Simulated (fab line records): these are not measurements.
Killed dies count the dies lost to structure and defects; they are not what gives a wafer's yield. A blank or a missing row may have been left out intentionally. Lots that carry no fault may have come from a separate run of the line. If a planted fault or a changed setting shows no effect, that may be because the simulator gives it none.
Chamber matching :: flow nand harc :: 4 sister chambers for NHARC_A_CHANNEL_FILL_D1_ALD_02 on ald hk-02
The step deposits SiO2, target thk 6 nm, pulse time 10 s, ald cycles 60. 4 wafers are shown with their chamber, then 11 later ones without.

== EACH WAFER AND ITS CHAMBER ==
wafer: L088.1
chamber: 3
heater power w (W): 488

wafer: L086.1
chamber: 0
heater power w (W): 486

wafer: L086.6
chamber: 2
heater power w (W): 524

wafer: L085.1
chamber: 1
heater power w (W): 405

== WAFERS WHOSE CHAMBER IS MISSING ==
wafer: L085.3
heater power w (W): 467

wafer: L085.5
heater power w (W): 479

wafer: L090.1
heater power w (W): 410

wafer: L090.3
heater power w (W): 526

wafer: L090.5
heater power w (W): 485

wafer: L094.1
heater power w (W): 476

wafer: L094.3
heater power w (W): 498

wafer: L094.6
heater power w (W): 472

wafer: L093.3
heater power w (W): 490

wafer: L093.4
heater power w (W): 432

wafer: L093.6
heater power w (W): 514

== WHICH CHAMBER EACH WENT THROUGH ==
wafer: L085.3
from the rows above: can't be placed: 0 or 3
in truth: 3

wafer: L085.5
from the rows above: can't be placed: 0 or 3
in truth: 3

wafer: L090.1
from the rows above: 1
in truth: 1

wafer: L090.3
from the rows above: 2
in truth: 2

wafer: L090.5
from the rows above: can't be placed: 0 or 3
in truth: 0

wafer: L094.1
from the rows above: can't be placed: 0 or 3
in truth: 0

wafer: L094.3
from the rows above: can't be placed: 3 or 0 or 2
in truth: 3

wafer: L094.6
from the rows above: can't be placed: 0 or 3
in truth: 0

wafer: L093.3
from the rows above: can't be placed: 3 or 0
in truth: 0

wafer: L093.4
from the rows above: 1
in truth: 1

wafer: L093.6
from the rows above: can't be placed: 2 or 3 or 0
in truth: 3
Placed correctly: 3 of 11. Not placeable from these rows: 8 (in 8, the candidates include the true chamber). Number placed wrongly: 0.
How it was worked out, from the rows above alone: a wafer's distance from a chamber is the root of the sum, over the readings, of the square of ((its reading less the chamber's mean) divided by the reading's scatter). If the next closest chamber is less than 2 further off than the closest, the wafer can't be placed; otherwise it belongs to the closest. The mean given for a chamber averages the wafers shown for that chamber. The scatter: with one shown wafer a chamber, the root of the mean of the squares of how far each hidden wafer lies from its nearest shown one.
